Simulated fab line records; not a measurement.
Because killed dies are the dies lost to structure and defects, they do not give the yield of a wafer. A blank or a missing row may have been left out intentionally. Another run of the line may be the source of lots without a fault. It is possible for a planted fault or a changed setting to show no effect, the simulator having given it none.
Chamber matching	flow n5 finfet	4 sister chambers for N5_SPACER0_ALD_00 on ald sin-01
The step deposits SiOCN, target thk 3.5 nm, pulse time 3 s, purge time 2 s. 8 wafers are shown with their chamber, then 10 later ones without.

EACH WAFER AND ITS CHAMBER
wafer	chamber	heater power w (W)	precursor pulse height rel
L079.3	1	834	0.992
L084.1	3	935	0.967
L084.2	1	808	1.017
L085.2	0	847	0.971
L085.5	3	934	1.011
L085.6	0	855	0.984
L089.4	2	941	1.018
L089.5	2	917	1.018

WAFERS WITH NO CHAMBER GIVEN
wafer	heater power w (W)	precursor pulse height rel
L089.6	965	0.998
L093.1	863	0.984
L093.2	815	0.994
L093.3	945	0.960
L093.4	927	1.018
L093.5	939	1.017
L093.6	918	1.019
L095.1	844	1.013
L095.5	900	1.031
L095.6	911	0.999

THE CHAMBER EACH PASSED THROUGH
wafer	from the rows above	in truth
L089.6	can't be placed: 3 or 2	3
L093.1	0	0
L093.2	1	1
L093.3	can't be placed: 3 or 2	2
L093.4	can't be placed: 2 or 3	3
L093.5	can't be placed: 2 or 3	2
L093.6	can't be placed: 2 or 3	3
L095.1	can't be placed: 1 or 0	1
L095.5	can't be placed: 2 or 3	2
L095.6	can't be placed: 2 or 3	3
2 of 10 placed correctly. These rows do not allow placing 8 (true chamber among the candidates in 8). 0 placed wrongly.
How it was worked out, from the rows above alone: a wafer's distance from a chamber is the root of the sum, over the readings, of the square of ((its reading less the chamber's mean) divided by the reading's scatter). If the next closest chamber is less than 2 further off than the closest, the wafer can't be placed; otherwise it belongs to the closest. The mean given for a chamber averages the wafers shown for that chamber. The scatter is the square root of a quotient: the sum, over the shown wafers, of each reading's squared deviation from its chamber's mean, divided by wafers minus chambers.
